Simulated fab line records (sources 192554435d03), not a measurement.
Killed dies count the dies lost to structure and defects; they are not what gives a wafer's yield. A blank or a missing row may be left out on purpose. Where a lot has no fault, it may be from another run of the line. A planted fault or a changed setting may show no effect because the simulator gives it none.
Comparing a struck lot with a sound one || flow n5 finfet || 14 out of 1938 route steps
Sound: the wafers L327.2, L327.3, L327.6. Wafers struck: L315.2, L315.3, L315.5. At the end, the cause is stated.
Per side, at each step with rows, come the tool, then ch with its chambers, and then its first start. Under that, the readings that differ: sound wafers || struck wafers || difference of the means || sigmas: that difference in standard deviations of wafers without a fault.
alike: readings with means less than 2 such deviations apart, plus words and numbers identical on both sides. not compared: withheld readings, readings lacking a value on some wafer, bounds such as >300 that could conceal the same value, and numbers that have no deviation in the record and whose values overlap.
A row with sigmas, a row that says differs or no value, or rows on one side alone: a step with any of these is where the two part. When numbers do not overlap yet have no deviation, they are printed without sigmas and do not part them. A reading missing from all wafers of one side parts the sides only when that side holds two or more wafers.

N5_BEOL_M0_ANNEAL_135: time 60 s.
  sound: pvd sputter-03 at day 11 00:30; struck: pvd sputter-01 at day 7 19:51
  alike: heater power w
N5_BEOL_M0_SPUTTER_141: material Cu, target thk 4 nm, time 7.37 s.
  sound: pvd sputter-03 at day 11 00:32; struck: pvd sputter-01 at day 7 19:53
  alike: throttle valve pct
then, 1 step without rows for these wafers: N5_BEOL_M0_ECD_118 (material Cu, target thk 300 nm).
N5_BEOL_M0_ANNEAL_119: time 90 s.
  sound on rtp anneal-02 ch 0, day 11 00:47; struck on rtp anneal-02 ch 0, day 7 20:11
  alike: anneal temp c max, wafer_temp_C_max
then, 1 step without rows for these wafers: N5_BEOL_M0_CMP_120 (polishes, stops on SiOC, t overpolish 6.9 s).
N5_BEOL_M0_PRE_CLEAN_131: time 15 s.
  sound on cvd co-01 ch 0,1,2, day 11 01:22; struck on cvd co-02 ch 0,1, day 7 20:47
  alike: heater power w
N5_BEOL_M0_CO_CAP_123: material Co, precursor CCTBA/H2, target thk 2 nm, time 102.1 s.
  sound on cvd co-01 ch 0,1,2, day 11 01:24; struck on cvd co-02 ch 0,1, day 7 20:50
  alike: heater power w
then, 2 steps without rows for these wafers: N5_BEOL_M0_PRE_CLEAN_124 (time 15 s); N5_BEOL_M0_DEP_125 (deposits SiCN from 3MS/NH3, target thk 8 nm, time 14 s).
N5_BEOL_M0_RS_MEAS_126: measurement is done with a four-point probe.
  sound: film metro-02 at day 11 01:35; struck: film metro-02 at day 7 21:01
  alike: M0_RS
N5_BEOL_M0_INSPECT_127: inspects for defects (darkfield).
  sound: defect inspect-01 at day 11 01:37; struck: defect inspect-02 at day 7 21:02
  alike: raw defect count
N5_BEOL_M1_ILD_DEP_00: deposits SiOC from DEMS/O2, target thk 79 nm, time 15.3 s.
  sound on pecvd-03 ch 0,1,2, day 11 01:39; struck on pecvd-01 ch 0,1,2, day 7 21:04
{"reading": "susceptor temp C (C)", "sound": "350.18 350.30 349.86", "struck": "348.55 348.35 348.12", "difference": -1.77, "sigmas": -8}
  alike: heater power w, showerhead plenum p Torr, throttle valve pct
N5_BEOL_M1_THK_MEAS_01:
  sound: film metro-01 at day 11 01:43; struck: film metro-02 at day 7 21:08
  alike: M1_ILD_THK
-- here the record skips 2 days between the struck wafers' starts before and after, leaving off in module BEOL_M1 and picking up in module BEOL_M4 (first step shown: number 1111 of the route) --
N5_BEOL_M4_RC_MEAS_101:
  sound on prober-02 ch 0, day 14 05:29; struck on prober-02 ch 0, day 9 21:36
{"reading": "DIBL_N (mV/V)", "sound": "39.6 38.6 37.0", "struck": "34.2 35.7 34.4", "difference": -3.6, "sigmas": -2}
{"reading": "SS_N (mV/dec)", "sound": "73.6 72.5 72.5", "struck": "70.9 71.5 71.0", "difference": -1.7, "sigmas": -3}
  alike: DIBL_P, IOFF_N, IOFF_P, ION_N, ION_P, SS_P, VT_N, VT_P

## WHERE THEY PART
At N5_BEOL_M1_ILD_DEP_00 first; at N5_BEOL_M4_RC_MEAS_101 last (within this record only).

WHY: whatever the simulator had introduced
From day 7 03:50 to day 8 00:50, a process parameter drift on pecvd-01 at N5_BEOL_M1_ILD_DEP_00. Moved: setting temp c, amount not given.
